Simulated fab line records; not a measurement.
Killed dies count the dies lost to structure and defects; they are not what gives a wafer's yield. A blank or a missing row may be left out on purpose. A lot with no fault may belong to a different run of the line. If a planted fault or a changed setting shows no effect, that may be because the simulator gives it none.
Matching of chambers -- flow n5Finfet -- 4 sister chambers for N5_BEOL_M10_ETCH_66 on rieDiel-06
The step etches SOC in N2/H2, target depth 120 nm, overetch 24 nm, time 180 s. 20 wafers are shown with their chamber, then 10 later ones without.

WAFERS, EACH WITH ITS CHAMBER
wafer,chamber,drypumpMotorCurrentA (A),throttleValvePct (%),showerheadPlenumPTorr (Torr)
L074.3,1,6.5,17.33,2.58
L074.4,3,5.7,17.52,2.60
L074.6,0,5.4,17.81,2.39
L079.3,0,5.4,17.84,2.39
L079.4,3,5.7,17.52,2.59
L079.6,0,5.3,17.84,2.39
L080.1,2,6.4,17.44,2.57
L080.3,3,5.7,17.53,2.59
L080.4,1,6.5,17.35,2.58
L082.3,1,6.5,17.35,2.58
L082.4,3,5.7,17.54,2.59
L082.6,1,6.5,17.34,2.58
L084.2,0,5.4,17.86,2.38
L084.4,2,6.3,17.46,2.57
L084.6,0,5.4,17.86,2.38
L085.1,1,6.5,17.36,2.57
L085.2,3,5.7,17.57,2.59
L085.6,2,6.4,17.47,2.56
L089.2,0,5.4,17.47,2.69
L089.4,2,6.4,17.51,2.56

SIGNATURES, as means of the wafers listed above
reading,chamber 0,chamber 1,chamber 2,chamber 3,scatter within a chamber
drypumpMotorCurrentA,5.383,6.500,6.375,5.700,0.0315
throttleValvePct,17.7800,17.3460,17.4700,17.5360,0.0873
showerheadPlenumPTorr,2.4367,2.5780,2.5650,2.5920,0.0695
Rule: for a wafer and a chamber, the distance is found by dividing, reading by reading, the gap between the wafer's reading and the chamber's mean by the reading's scatter, squaring, summing and taking the root. If the next closest chamber is less than 2 further off than the closest, the wafer can't be placed; otherwise it belongs to the closest. How the scatter is found: for the shown wafers, subtract from each reading the mean of its chamber, square and add these, divide the total by (wafers less chambers), then take the root.

WAFERS WITH NO CHAMBER GIVEN
wafer,drypumpMotorCurrentA (A),throttleValvePct (%),showerheadPlenumPTorr (Torr)
L089.6,6.4,17.49,2.56
L092.1,5.7,17.58,2.58
L092.3,6.4,17.51,2.56
L092.4,6.5,17.39,2.57
L095.1,5.3,17.48,2.69
L095.2,5.7,17.58,2.58
L095.4,6.4,17.50,2.56
L096.4,6.4,17.51,2.56
L096.5,5.3,17.49,2.69
L096.6,5.7,17.59,2.58

THE CHAMBER EACH PASSED THROUGH
wafer,from the rows above,in truth
L089.6,2,2
L092.1,3,3
L092.3,2,2
L092.4,1,1
L095.1,0,0
L095.2,3,3
L095.4,2,2
L096.4,2,2
L096.5,0,0
L096.6,3,3
10 of 10 placed correctly. From these rows, 0 cannot be placed. Number placed wrongly: 0.
